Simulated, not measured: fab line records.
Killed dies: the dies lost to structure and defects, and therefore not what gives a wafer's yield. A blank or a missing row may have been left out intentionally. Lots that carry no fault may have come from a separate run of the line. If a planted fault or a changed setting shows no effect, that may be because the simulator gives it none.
Chamber matching / flow n5-finfet / rie-diel-05 running N5_DUMMY_GATE_ETCH_31: 4 sister chambers
The step etches SiO2 in C4F6/O2, target depth 82.5 nm, time 27.5 s. 4 wafers are shown with their chamber, then 10 later ones without.

EACH WAFER AND ITS CHAMBER
wafer=L082.4; chamber=3; showerhead-plenum-p-Torr (Torr)=2.68
wafer=L083.1; chamber=0; showerhead-plenum-p-Torr (Torr)=2.74
wafer=L085.2; chamber=2; showerhead-plenum-p-Torr (Torr)=2.95
wafer=L085.4; chamber=1; showerhead-plenum-p-Torr (Torr)=2.77

WAFERS WITHOUT THEIR CHAMBER
wafer=L085.6; showerhead-plenum-p-Torr (Torr)=2.95
wafer=L088.2; showerhead-plenum-p-Torr (Torr)=2.76
wafer=L088.3; showerhead-plenum-p-Torr (Torr)=2.73
wafer=L088.5; showerhead-plenum-p-Torr (Torr)=3.02
wafer=L090.1; showerhead-plenum-p-Torr (Torr)=2.95
wafer=L090.3; showerhead-plenum-p-Torr (Torr)=3.02
wafer=L090.6; showerhead-plenum-p-Torr (Torr)=2.76
wafer=L097.1; showerhead-plenum-p-Torr (Torr)=2.72
wafer=L097.3; showerhead-plenum-p-Torr (Torr)=3.01
wafer=L097.6; showerhead-plenum-p-Torr (Torr)=2.95

CHAMBER TAKEN BY EACH
wafer=L085.6; from the rows above=2; in truth=2
wafer=L088.2; from the rows above=can't be placed: 1 or 0 or 3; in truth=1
wafer=L088.3; from the rows above=can't be placed: 0 or 1 or 3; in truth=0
wafer=L088.5; from the rows above=2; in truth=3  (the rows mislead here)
wafer=L090.1; from the rows above=2; in truth=2
wafer=L090.3; from the rows above=2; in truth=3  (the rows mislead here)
wafer=L090.6; from the rows above=can't be placed: 1 or 0 or 3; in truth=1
wafer=L097.1; from the rows above=can't be placed: 0 or 3 or 1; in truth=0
wafer=L097.3; from the rows above=2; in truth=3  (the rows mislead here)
wafer=L097.6; from the rows above=2; in truth=2
Correct placement for 3 of the 10. Can't be placed from these rows: 4 (the true chamber is among the candidates in 4). Placed wrongly: 3.
How it was worked out, from the rows above alone: a wafer's distance from a chamber is the root of the sum, over the readings, of the square of ((its reading less the chamber's mean) divided by the reading's scatter). If the next closest chamber is less than 2 further off than the closest, the wafer can't be placed; otherwise it belongs to the closest. A chamber's mean is the mean of its shown wafers. The scatter: with one shown wafer a chamber, the root of the mean of the squares of how far each hidden wafer lies from its nearest shown one.
